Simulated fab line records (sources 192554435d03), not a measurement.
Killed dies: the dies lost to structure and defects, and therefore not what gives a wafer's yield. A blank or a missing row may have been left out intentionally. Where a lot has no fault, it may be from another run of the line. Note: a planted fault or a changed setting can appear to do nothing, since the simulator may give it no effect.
fab line records ; flow n5Finfet
[record] lots = 7; wafers = 21
route steps=1938 shown BEOL_M7@1270 BEOL_M8@1368 BEOL_M9@1405 BEOL_M10@1476
startH: start of the lot's first displayed wafer, in hours after the record's first day ; waitH: hours since the lot's step before ; " same as the row above ; L1.1+2: a row that stands for several wafers ; - value missing, or start not given ; * or withheld: withheld ; < > ~ a bound
route shown NAME@n: NAME is a module with steps in the file, n the number in the route of the first one ; usual: mean and standard deviation over wafers with no fault ; same: alike in all rows ; chamber/n: place in a boat ; sites: per-site readings ; _std_site: the standard deviation of these ; _edge_site: mean of outer sites minus mean of inner sites ; radiusMm: for every site, how far away it sits from the centre of the wafer ; mask NAME#n: copy n ; behind: the most recent tool/chamber to have shaped the wafer ; hold: why the lot was held/for how many hours/how that ended ; device: whichever transistor did not switch (one of n, p or np) ; end of line: the tests these same wafers got at the end of their route ; for a step that has no rows: nothing shown but its recipe ; killed: not the wafer's yield, but the dies lost to structure and defects at the first sort ; map: shows each die of a wafer: x if killed, . if not, _ if none is there
set.NAME: setting as actually run; set.NAME@STEP: the setting as run at that earlier step ; model.NAME: the simulator's own value behind a step, which no gauge read
lots with deliberately changed settings; one table per step, one row per wafer
[[steps]]
[step N5_BEOL_M7_COAT_05]
[recipe] resist = CAR-ArF; spinRpm = 1500; resistThkNm = 90
lot.wafer;tool;chamber;startH;waitH;set.spinRpm;model.CAR-ArF_of_BEOL_M7_COAT_05.thkNm
L076.1+5+6;lithoTrack-03;0;-;-;1500;90.2
L080.2+5;lithoTrack-05;0;-;-;1500;90
L080.4;lithoTrack-05;0;-;-;1639;86
L081.2+3+4;lithoTrack-03;0;-;-;1500;89.8
L084.3+6;lithoTrack-05;0;-;-;1500;90
L084.5;lithoTrack-05;0;-;-;1500;89.6
L091.1;lithoTrack-05;0;-;-;1500;90.2
L091.4;lithoTrack-05;0;-;-;1500;90
L091.5;lithoTrack-05;0;-;-;1500;89.6
L093.3;lithoTrack-04;0;-;-;1597;87.2
L093.5;lithoTrack-04;0;-;-;1597;87
L093.6;lithoTrack-04;0;-;-;1500;89.8
L094.1;lithoTrack-04;0;-;-;1340;95.4
L094.2;lithoTrack-04;0;-;-;1500;90
L094.5;lithoTrack-04;0;-;-;1340;95.2
[step N5_BEOL_M7_EBR_07]
[recipe] solvent = PGMEA; ebrWidthMm = 1.5
[step N5_BEOL_M7_SOFTBAKE_06]
[recipe] tempC = 110; timeS = 60; resist = CAR-ArF
[step N5_BEOL_M7_EXPOSE_08]
[recipe] maskId = M7; na = 1.35; sourceShape = dipole; sigmaInner = 0.817; sigmaOuter = 0.97; polarization = te; doseMj = 68.25
[step N5_BEOL_M7_PEB_09]
[recipe] pebTempC = withheld; pebTimeS = 60; resist = CAR-ArF
[step N5_BEOL_M7_DEVELOP_10]
[recipe] developTimeS = 30; developer = TMAH; resist = CAR-ArF; rinseLiquid = diw; dry = airSpin; devTempC = 23
lot.wafer;tool;chamber;startH;waitH;set.spinRpm@BEOL_M7_COAT_05;model.CAR-ArF_of_BEOL_M7_COAT_05.thkNm
L076.1;lithoTrack-04;0;-;-;1500;88.4
L076.5+6;lithoTrack-04;0;-;-;1500;88.6
L080.2+5;lithoTrack-03;0;-;-;1500;88.2
L080.4;lithoTrack-03;0;-;-;1639;84.2
L081.2+4;lithoTrack-04;0;-;-;1500;88
L081.3;lithoTrack-04;0;-;-;1500;88.2
L084.3+6;lithoTrack-03;0;-;-;1500;88.4
L084.5;lithoTrack-03;0;-;-;1500;88
L091.1;lithoTrack-05;0;-;-;1500;88.4
L091.4;lithoTrack-05;0;-;-;1500;88.2
L091.5;lithoTrack-05;0;-;-;1500;88
L093.3;lithoTrack-03;0;-;-;1597;85.4
L093.5;lithoTrack-03;0;-;-;1597;85.2
L093.6;lithoTrack-03;0;-;-;1500;88
L094.1;lithoTrack-04;0;-;-;1340;93.8
L094.2;lithoTrack-04;0;-;-;1500;88.2
L094.5;lithoTrack-04;0;-;-;1340;93.6
[step N5_BEOL_M7_DESCUM_16]
[recipe] chemistry = O2; timeS = 7.9; sourcePowerW = 50; biasPowerW = 20; pressureMtorr = 20; rfFrequencyHz = 2.712e+07; tempC = 40; resist = CAR-ArF; o2FlowSccm = 225
lot.wafer;tool;chamber;startH;waitH;set.spinRpm@BEOL_M7_COAT_05;model.CAR-ArF_of_BEOL_M7_COAT_05.thkNm
L076.1+6;rieDiel-06;2,1;208.00;0.0;1500;83.6
L076.5;rieDiel-06;2;208.00;0.0;1500;83.8
L080.2+5;rieDiel-03;1;233.46;0.1;1500;83.2
L080.4;rieDiel-03;3;233.46;0.1;1639;79.4
L081.2;rieDiel-03;0;237.53;0.2;1500;83
L081.3+4;rieDiel-03;1;237.53;0.2;1500;83.2
L084.3;rieDiel-06;1;255.33;0.0;1500;83.6
L084.5;rieDiel-06;2;255.33;0.0;1500;83.2
L084.6;rieDiel-06;3;255.33;0.0;1500;83.4
L091.1;rieDiel-04;2;309.34;0.0;1500;83.8
L091.4;rieDiel-04;1;309.34;0.0;1500;83.6
L091.5;rieDiel-04;2;309.34;0.0;1500;83.2
L093.3;rieDiel-04;1;316.44;0.0;1597;80.8
L093.5;rieDiel-04;3;316.44;0.0;1597;80.4
L093.6;rieDiel-04;0;316.44;0.0;1500;83.2
L094.1;rieDiel-06;3;318.08;0.0;1340;88.8
L094.2;rieDiel-06;2;318.08;0.0;1500;83.4
L094.5;rieDiel-06;0;318.08;0.0;1340;88.6
[step N5_BEOL_M7_ETCH_61]
[recipe] chemistry = CF4; target = SiARC; targetDepthA = 455; maskMaterial = CAR-ArF; timeS = 75.8; ionEnergyEv = 80; pressureMtorr = 40; sourceW = 545; biasW = 36; Ar_flow_sccm = 100; cf4FlowSccm = 100; ends = cleared
lot.wafer;tool;chamber;startH;waitH;set.spinRpm@BEOL_M7_COAT_60;set.spinRpm@BEOL_M7_COAT_05;model.etch.depthNm;model.CAR-ArF_of_BEOL_M7_COAT_05.thkNm
L076.1;rieDiel-06;2;208.03;0.0;1500;1500;35.1;51
L076.5;rieDiel-06;2;208.03;0.0;1555;1500;34.36;51.8
L076.6;rieDiel-06;1;208.03;0.0;1500;1500;35.12;51
L080.2;rieDiel-03;1;233.50;0.0;1500;1500;35.09;50.6
L080.4;rieDiel-03;3;233.50;0.0;1439;1639;35.74;46.2
L080.5;rieDiel-03;1;233.50;0.0;1500;1500;35.08;50.6
L081.2;rieDiel-03;0;237.56;0.0;1500;1500;35.04;50.4
L081.3;rieDiel-03;1;237.56;0.0;1500;1500;35.01;50.6
L081.4;rieDiel-03;1;237.56;0.0;1500;1500;35.02;50.6
L084.3;rieDiel-06;1;255.37;0.0;1500;1500;35.17;50.8
L084.5;rieDiel-06;2;255.37;0.0;1500;1500;35.05;50.6
L084.6;rieDiel-06;3;255.37;0.0;1500;1500;35.13;50.8
L091.1;rieDiel-04;2;309.38;0.0;1500;1500;35.1;51
L091.4;rieDiel-04;1;309.38;0.0;1500;1500;35.19;50.8
L091.5;rieDiel-04;2;309.38;0.0;1500;1500;35.14;50.6
L093.3;rieDiel-04;1;316.48;0.0;1500;1597;35.03;48.2
L093.5;rieDiel-04;3;316.48;0.0;1500;1597;35.07;47.8
L093.6;rieDiel-04;0;316.48;0.0;1379;1500;36.47;49.2
L094.1;rieDiel-06;3;318.11;0.0;1500;1340;35;56.2
L094.2;rieDiel-06;2;318.11;0.0;1500;1500;35;50.8
L094.5;rieDiel-06;0;318.11;0.0;1500;1340;35.09;56
[step N5_BEOL_M8_DESCUM_33]
[recipe] chemistry = O2; timeS = 7; sourcePowerW = 50; biasPowerW = 20; pressureMtorr = 20; rfFrequencyHz = 2.712e+07; tempC = 40; resist = CAR-EUV; o2FlowSccm = 225
lot.wafer;tool;chamber;startH;waitH;set.timeS;model.CAR-EUV_of_BEOL_M8_COAT_22.thkNm
L076.1+6;rieDiel-05;3,1;216.61;0.0;7;26
L076.5;rieDiel-05;2;216.61;0.0;7;26.2
L080.2+4;rieDiel-02;3,0;241.38;0.1;5.939;26.6
L080.5;rieDiel-02;0;241.38;0.1;7;26
L081.2;rieDiel-05;3;246.91;0.0;7;26.2
L081.3;rieDiel-05;0;246.91;0.0;7;26
L081.4;rieDiel-05;2;246.91;0.0;5.917;26.6
L084.3+5+6;rieDiel-05;0,0,1;265.28;0.0;7;26
L091.1+5;rieDiel-05;2;317.46;0.0;7;26.2
L091.4;rieDiel-05;3;317.46;0.0;7;26
L093.3+5;rieDiel-05;1,3;325.73;0.1;5.947;26.4
L093.6;rieDiel-05;2;325.73;0.1;7;26
L094.1+5;rieDiel-05;3,0;328.23;0.0;7;25.8
L094.2;rieDiel-05;1;328.23;0.0;7;26
[step N5_BEOL_M8_ETCH_72]
[recipe] chemistry = N2/H2; target = underlayer; targetDepthA = 65; maskMaterial = CAR-EUV; timeS = 5.2; ionEnergyEv = 200; pressureMtorr = 30; sourceW = 840; biasW = 150; n2FlowSccm = 200; h2FlowSccm = 200; ends = cleared
lot.wafer;tool;chamber;startH;waitH;set.timeS@BEOL_M8_DESCUM_33;model.CAR-EUV_of_BEOL_M8_COAT_22.thkNm
L076.1+5+6;rieDiel-05;3,2,1;216.64;0.0;7;20.4
L080.2+4;rieDiel-02;3,0;241.42;0.0;5.939;20.8
L080.5;rieDiel-02;0;241.42;0.0;7;20.4
L081.2+3;rieDiel-05;3,0;246.94;0.0;7;20.4
L081.4;rieDiel-05;2;246.94;0.0;5.917;21
L084.3;rieDiel-05;0;265.31;0.0;7;20.2
L084.5+6;rieDiel-05;0,1;265.31;0.0;7;20.4
L091.1+4+5;rieDiel-05;2,3,2;317.49;0.0;7;20.4
L093.3+5;rieDiel-05;1,3;325.77;0.0;5.947;20.8
L093.6;rieDiel-05;2;325.77;0.0;7;20.2
L094.1+5;rieDiel-05;3,0;328.26;0.0;7;20.2
L094.2;rieDiel-05;1;328.26;0.0;7;20.4
[step N5_BEOL_M8_ETCH_65]
[recipe] chemistry = CF4; target = SiARC; targetDepthA = 156; maskMaterial = CAR-EUV; timeS = 26; ionEnergyEv = 80; pressureMtorr = 40; sourceW = 545; biasW = 36; Ar_flow_sccm = 100; cf4FlowSccm = 100; ends = cleared
[usual] etchRfOnTimeS = 26.1/1.1; rfVppV = 184.5/1.1
lot.wafer;tool;chamber;startH;waitH;set.sourceW;etchRfOnTimeS;rfVppV
L076.1;rieDiel-05;3;216.66;0.0;545;26.1;187.0
L076.5;rieDiel-05;2;216.66;0.0;462.8;30.2;195.1
L076.6;rieDiel-05;1;216.66;0.0;545;25.8;185.2
L080.2;rieDiel-02;3;241.43;0.0;545;24.9;184.0
L080.4;rieDiel-02;0;241.43;0.0;545;25.9;183.1
L080.5;rieDiel-02;0;241.43;0.0;463.2;30.1;195.2
L081.2;rieDiel-05;3;246.96;0.0;545;26.0;184.1
L081.3;rieDiel-05;0;246.96;0.0;639.2;20.8;172.4
L081.4;rieDiel-05;2;246.96;0.0;639.2;22.7;175.3
L084.3;rieDiel-05;0;265.33;0.0;545;24.3;180.7
L084.5;rieDiel-05;0;265.33;0.0;545;24.5;184.2
L084.6;rieDiel-05;1;265.33;0.0;545;25.9;185.6
L091.1;rieDiel-05;2;317.51;0.0;545;26.2;185.0
L091.4;rieDiel-05;3;317.51;0.0;545;26.4;183.5
L091.5;rieDiel-05;2;317.51;0.0;545;26.1;183.5
L093.3;rieDiel-05;1;325.79;0.0;545;25.8;184.9
L093.5;rieDiel-05;3;325.79;0.0;629.6;22.9;176.2
L093.6;rieDiel-05;2;325.79;0.0;545;25.8;183.0
L094.1;rieDiel-05;3;328.28;0.0;545;26.1;184.5
L094.2;rieDiel-05;1;328.28;0.0;545;25.8;186.4
L094.5;rieDiel-05;0;328.28;0.0;473.3;27.8;191.1
[step N5_BEOL_M9_HM_DEP_02]
[recipe] material = TiN; targetThkA = 200; tempC = 25; chamberPressurePa = 0.49996
lot.wafer;tool;chamber;startH;waitH;set.targetThkA;model.TiN_of_BEOL_M9_HM_DEP_02.thkNm
L076.1+5;pvdSputter-01;-;224.92;3.6;200;20.2
L076.6;pvdSputter-01;-;224.92;3.6;200;20
L080.2;pvdSputter-01;-;247.09;0.7;200;20
L080.4+5;pvdSputter-01;-;247.09;0.7;210.1;21
L081.2+3;pvdSputter-01;-;252.92;1.3;190.6;19
L081.4;pvdSputter-01;-;252.92;1.3;190.6;19.2
L084.3;pvdSputter-01;-;271.21;0.1;211.4;21.2
L084.5;pvdSputter-01;-;271.21;0.1;200;20
L084.6;pvdSputter-01;-;271.21;0.1;200;20.2
L091.1+4;pvdSputter-02;-;322.22;0.3;200;20.2
L091.5;pvdSputter-02;-;322.22;0.3;200;20
L093.3;pvdSputter-02;-;332.00;1.3;200;20.4
L093.5+6;pvdSputter-02;-;332.00;1.3;226.9;23
L094.1+5;pvdSputter-01;-;332.95;0.5;200;20.2
L094.2;pvdSputter-01;-;332.95;0.5;200;20
[step N5_BEOL_M9_COAT_59]
[recipe] resist = SOC; tempC = 250; timeS = 60; spinRpm = 1500; resistThkNm = 100
[step N5_BEOL_M9_COAT_60]
[recipe] resist = SiARC; tempC = 220; timeS = 60; spinRpm = 1500; resistThkNm = 30
[step N5_BEOL_M9_STRIP_68]
[recipe] chemistry = N2/H2; tempC = 40; n2FlowSccm = 200; h2FlowSccm = 200; rfFrequencyHz = 6e+07
[step N5_BEOL_M9_STRIP_67]
[recipe] chemistry = CF4; resist = SiARC; powerW = 300; biasPowerW = 75; pressureMtorr = 50; cf4FlowSccm = 150; rfFrequencyHz = 6e+07
[step N5_BEOL_M9_HM_OPEN_17]
[recipe] chemistry = Cl2/BCl3; targetDepthA = 200; overetchA = 60; target = TiN; maskMaterial = SOC; ionEnergyEv = 150; pressureMtorr = 10; icpW = 1000; biasW = 126; Cl2_flow_sccm = 53.25; bcl3FlowSccm = 21.75; Ar_flow_sccm = 25
lot.wafer;tool;chamber;startH;waitH;set.targetThkA@BEOL_M9_HM_DEP_02;model.etch.depthNm
L076.1;rieMetal-01;0;226.27;0.0;200;20.12
L076.5;rieMetal-01;1;226.27;0.0;200;20.16
L076.6;rieMetal-01;0;226.27;0.0;200;19.93
L080.2;rieMetal-02;1;247.82;0.0;200;20.08
L080.4;rieMetal-02;1;247.82;0.0;210.1;20.99
L080.5;rieMetal-02;1;247.82;0.0;210.1;20.91
L081.2+3;rieMetal-02;1,0;253.66;0.0;190.6;18.92
L081.4;rieMetal-02;1;253.66;0.0;190.6;19.23
L084.3;rieMetal-03;1;272.10;0.1;211.4;21.2
L084.5;rieMetal-03;0;272.10;0.1;200;20.04
L084.6;rieMetal-03;1;272.10;0.1;200;20.3
L091.1;rieMetal-02;1;322.95;0.0;200;20.13
L091.4;rieMetal-02;0;322.95;0.0;200;20.28
L091.5;rieMetal-02;0;322.95;0.0;200;19.96
L093.3;rieMetal-01;1;332.76;0.1;200;20.35
L093.5;rieMetal-01;1;332.76;0.1;226.9;22.97
L093.6;rieMetal-01;0;332.76;0.1;226.9;22.93
L094.1;rieMetal-01;1;333.99;0.0;200;20.21
L094.2;rieMetal-01;0;333.99;0.0;200;20.1
L094.5;rieMetal-01;1;333.99;0.0;200;20.2
[step N5_BEOL_M9_STRIP_19]
[recipe] chemistry = O2; powerW = 400; tempC = 40; pressureMtorr = 30; rfFrequencyHz = 6e+07; biasPowerW = 0; overashFraction = 0.2; o2FlowSccm = 225
[step N5_BEOL_M9_STRIP_73]
[recipe] chemistry = C4F6/O2; resist = SiARC; rfFrequencyHz = 6e+07
[step N5_BEOL_M9_STRIP_36]
[recipe] chemistry = N2/H2; powerW = 450; tempC = 40; pressureMtorr = 20; rfFrequencyHz = 6e+07; overashFraction = 0.3; biasPowerW = 7; h2Frac = 0.5; n2FlowSccm = 200; h2FlowSccm = 200
[step N5_BEOL_M9_TRENCH_ETCH_37]
[recipe] chemistry = C4F6/O2; targetDepthA = 1514.3; target = SiCOH_lowk; timeS = 49; ionEnergyEv = 250; pressureMtorr = 30; sourceW = 345; biasW = 185; Ar_flow_sccm = 300; C4F6_flow_sccm = 10; O2_flow_sccm = 10
lot.wafer;tool;chamber;startH;waitH;set.targetThkA@BEOL_M9_HM_DEP_02;model.TiN_of_BEOL_M9_HM_DEP_02.thkNm
L076.1;rieDiel-04;2;-;-;200;15.8
L076.5;rieDiel-04;3;-;-;200;16
L076.6;rieDiel-04;2;-;-;200;15.6
L080.2;rieDiel-06;3;-;-;200;16
L080.4+5;rieDiel-06;2,1;-;-;210.1;16.8
L081.2+3;rieDiel-03;3,1;-;-;190.6;14.8
L081.4;rieDiel-03;0;-;-;190.6;15
L084.3;rieDiel-04;2;-;-;211.4;16.8
L084.5;rieDiel-04;3;-;-;200;15.8
L084.6;rieDiel-04;2;-;-;200;16
L091.1+4;rieDiel-04;1,3;-;-;200;16.2
L091.5;rieDiel-04;3;-;-;200;15.8
L093.3;rieDiel-03;1;-;-;200;16
L093.5+6;rieDiel-03;2,3;-;-;226.9;18.8
L094.1+2+5;rieDiel-03;0,3,2;-;-;200;16
[step N5_BEOL_M10_COAT_60]
[recipe] resist = SiARC; tempC = 220; timeS = 60; spinRpm = 1500; resistThkNm = 30
lot.wafer;tool;chamber;startH;waitH;set.spinRpm;model.SiARC_of_BEOL_M10_COAT_60.thkNm
L076.1+5;lithoTrack-01;0;-;-;1500;30.2
L076.6;lithoTrack-01;0;-;-;1663;28.6
L080.2+5;lithoTrack-04;0;-;-;1500;30
L080.4;lithoTrack-04;0;-;-;1500;29.8
L081.2+3+4;lithoTrack-01;0;-;-;1500;29.8
L084.3+5+6;lithoTrack-03;0;-;-;1500;30
L091.1+4;lithoTrack-04;0;-;-;1500;30.2
L091.5;lithoTrack-04;0;-;-;1500;30
L093.3+5+6;lithoTrack-01;0;-;-;1500;30
L094.1+2;lithoTrack-03;0;-;-;1500;30
L094.5;lithoTrack-03;0;-;-;1409;30.8
[step N5_BEOL_M10_COAT_05]
[recipe] resist = CAR-ArF; spinRpm = 1500; resistThkNm = 90
[step N5_BEOL_M10_EBR_07]
[recipe] solvent = PGMEA; ebrWidthMm = 1.5
[step N5_BEOL_M10_DESCUM_16]
[recipe] chemistry = O2; timeS = 7.9; sourcePowerW = 50; biasPowerW = 20; pressureMtorr = 20; rfFrequencyHz = 2.712e+07; tempC = 40; resist = CAR-ArF; o2FlowSccm = 225
[step N5_BEOL_M10_ETCH_61]
[recipe] chemistry = CF4; target = SiARC; targetDepthA = 390; maskMaterial = CAR-ArF; timeS = 65; ionEnergyEv = 80; pressureMtorr = 40; sourceW = 545; biasW = 36; Ar_flow_sccm = 100; cf4FlowSccm = 100; ends = cleared
lot.wafer;tool;chamber;startH;waitH;set.spinRpm@BEOL_M10_COAT_60;model.etch.depthNm;model.CAR-ArF_of_BEOL_M10_COAT_05.thkNm
L076.1;rieDiel-05;3;233.73;0.0;1500;30.12;55.6
L076.5;rieDiel-05;1;233.73;0.0;1500;30.16;55.4
L076.6;rieDiel-05;0;233.73;0.0;1663;28.54;57
L080.2;rieDiel-01;1;255.56;0.0;1500;29.95;55.2
L080.4;rieDiel-01;2;255.56;0.0;1500;29.86;55.2
L080.5;rieDiel-01;1;255.56;0.0;1500;29.93;55.4
L081.2;rieDiel-05;2;260.17;0.0;1500;29.88;56.2
L081.3;rieDiel-05;1;260.17;0.0;1500;29.84;56.2
L081.4;rieDiel-05;0;260.17;0.0;1500;29.85;55.8
L084.3;rieDiel-05;3;281.62;0.0;1500;30.02;55.4
L084.5;rieDiel-05;3;281.62;0.0;1500;30.09;55.4
L084.6;rieDiel-05;0;281.62;0.0;1500;29.94;55.4
L091.1;rieDiel-05;3;333.09;0.0;1500;30.13;55
L091.4;rieDiel-05;0;333.09;0.0;1500;30.13;54.6
L091.5;rieDiel-05;0;333.09;0.0;1500;30.04;54.6
L093.3;rieDiel-05;1;342.57;0.0;1500;30;55.8
L093.5;rieDiel-05;0;342.57;0.0;1500;30.04;55.6
L093.6;rieDiel-05;1;342.57;0.0;1500;30.01;55.4
L094.1;rieDiel-01;3;342.60;0.0;1500;29.96;55.8
L094.2;rieDiel-01;2;342.60;0.0;1500;29.95;55.8
L094.5;rieDiel-01;2;342.60;0.0;1409;30.77;55.2
[step N5_BEOL_M10_ETCH_62]
[recipe] chemistry = N2/H2; target = SOC; targetDepthA = 1100; overetchA = 220; maskMaterial = SiARC; tempC = 40; timeS = 165; ionEnergyEv = 200; pressureMtorr = 30; sourceW = 840; biasW = 150; n2FlowSccm = 200; h2FlowSccm = 200
lot.wafer;tool;chamber;startH;waitH;set.spinRpm@BEOL_M10_COAT_60;model.SiARC_of_BEOL_M10_COAT_60.thkNm
L076.1+5;rieDiel-05;3,1;233.78;0.0;1500;23.4
L076.6;rieDiel-05;0;233.78;0.0;1663;21.6
L080.2+4;rieDiel-01;1,2;255.61;0.0;1500;23.8
L080.5;rieDiel-01;1;255.61;0.0;1500;23.6
L081.2;rieDiel-05;2;260.22;0.0;1500;23.4
L081.3+4;rieDiel-05;1,0;260.22;0.0;1500;23
L084.3+5;rieDiel-05;3;281.67;0.0;1500;23.4
L084.6;rieDiel-05;0;281.67;0.0;1500;23
L091.1;rieDiel-05;3;333.14;0.0;1500;23.6
L091.4+5;rieDiel-05;0;333.14;0.0;1500;23.2
L093.3+5+6;rieDiel-05;1,0,1;342.62;0.0;1500;23.2
L094.1+2;rieDiel-01;3,2;342.65;0.0;1500;24
L094.5;rieDiel-01;2;342.65;0.0;1409;24.8
[step N5_BEOL_M10_COAT_64]
[recipe] resist = SiARC; tempC = 220; timeS = 60; spinRpm = 1500; resistThkNm = 30
lot.wafer;tool;chamber;startH;waitH;set.spinRpm;model.SiARC_of_BEOL_M10_COAT_64.thkNm
L076.1;lithoTrack-03;0;-;-;1500;30
L076.5+6;lithoTrack-03;0;-;-;1432;30.8
L080.2+4+5;lithoTrack-03;0;-;-;1500;30
L081.2+3+4;lithoTrack-01;0;-;-;1500;30.2
L084.3;lithoTrack-03;0;-;-;1500;30.2
L084.5;lithoTrack-03;0;-;-;1644;28.8
L084.6;lithoTrack-03;0;-;-;1500;30
L091.1+4;lithoTrack-01;0;-;-;1500;30
L091.5;lithoTrack-01;0;-;-;1500;29.8
L094.1+2+5;lithoTrack-03;0;-;-;1500;29.8
L093.3;lithoTrack-03;0;-;-;1359;31.6
L093.5+6;lithoTrack-03;0;-;-;1500;30
[[key]]
[split] step = N5_BEOL_M7_COAT_05; setting = spinRpm; stated = 1500; by = wafer
[response] step = N5_BEOL_M7_COAT_05; reading = model.CAR-ArF_of_BEOL_M7_COAT_05.thkNm; change = -0.46; per = 1%; r = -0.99
[response] step = N5_BEOL_M7_DEVELOP_10; reading = model.CAR-ArF_of_BEOL_M7_COAT_05.thkNm; change = -0.469; per = 1%; r = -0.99
[response] step = N5_BEOL_M7_DESCUM_16; reading = model.CAR-ArF_of_BEOL_M7_COAT_05.thkNm; change = -0.45; per = 1%; r = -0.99
[response] step = N5_BEOL_M7_ETCH_61; reading = model.CAR-ArF_of_BEOL_M7_COAT_05.thkNm; change = -0.435; per = 1%; r = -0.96
[split] step = N5_BEOL_M8_DESCUM_33; setting = timeS; stated = 7; by = wafer
[response] step = N5_BEOL_M8_DESCUM_33; reading = model.CAR-EUV_of_BEOL_M8_COAT_22.thkNm; change = -0.0329; per = 1%; r = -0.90
[response] step = N5_BEOL_M8_ETCH_72; reading = model.CAR-EUV_of_BEOL_M8_COAT_22.thkNm; change = -0.035; per = 1%; r = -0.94
[split] step = N5_BEOL_M8_ETCH_65; setting = sourceW; stated = 545; by = wafer
[response] step = N5_BEOL_M8_ETCH_65; reading = etchRfOnTimeS; change = *; per = 1%; r = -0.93
[response] step = N5_BEOL_M8_ETCH_65; reading = rfVppV; change = -0.584; per = 1%; r = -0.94
[split] step = N5_BEOL_M9_HM_DEP_02; setting = targetThkA; stated = 200; by = wafer
[response] step = N5_BEOL_M9_HM_DEP_02; reading = model.TiN_of_BEOL_M9_HM_DEP_02.thkNm; change = +0.194; per = 1%; r = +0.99
[response] step = N5_BEOL_M9_HM_OPEN_17; reading = model.etch.depthNm; change = +0.19; per = 1%; r = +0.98
[response] step = N5_BEOL_M9_TRENCH_ETCH_37; reading = model.TiN_of_BEOL_M9_HM_DEP_02.thkNm; change = +0.196; per = 1%; r = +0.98
[split] step = N5_BEOL_M10_COAT_60; setting = spinRpm; stated = 1500; by = wafer
[response] step = N5_BEOL_M10_COAT_60; reading = model.SiARC_of_BEOL_M10_COAT_60.thkNm; change = -0.144; per = 1%; r = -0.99
[response] step = N5_BEOL_M10_ETCH_61; reading = model.etch.depthNm; change = -0.144; per = 1%; r = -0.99
[response] step = N5_BEOL_M10_ETCH_61; reading = model.CAR-ArF_of_BEOL_M10_COAT_05.thkNm; change = +0.129; per = 1%; r = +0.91
[response] step = N5_BEOL_M10_ETCH_62; reading = model.SiARC_of_BEOL_M10_COAT_60.thkNm; change = -0.158; per = 1%; r = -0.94
[split] step = N5_BEOL_M10_COAT_64; setting = spinRpm; stated = 1500; by = wafer
[response] step = N5_BEOL_M10_COAT_64; reading = model.SiARC_of_BEOL_M10_COAT_64.thkNm; change = -0.155; per = 1%; r = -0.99
split outsideThisFile step=N5_BEOL_M7_COAT_60 setting=spinRpm
// split outsideThisFile: this setting was split too, and the file shows its column; the key of that split is in another file
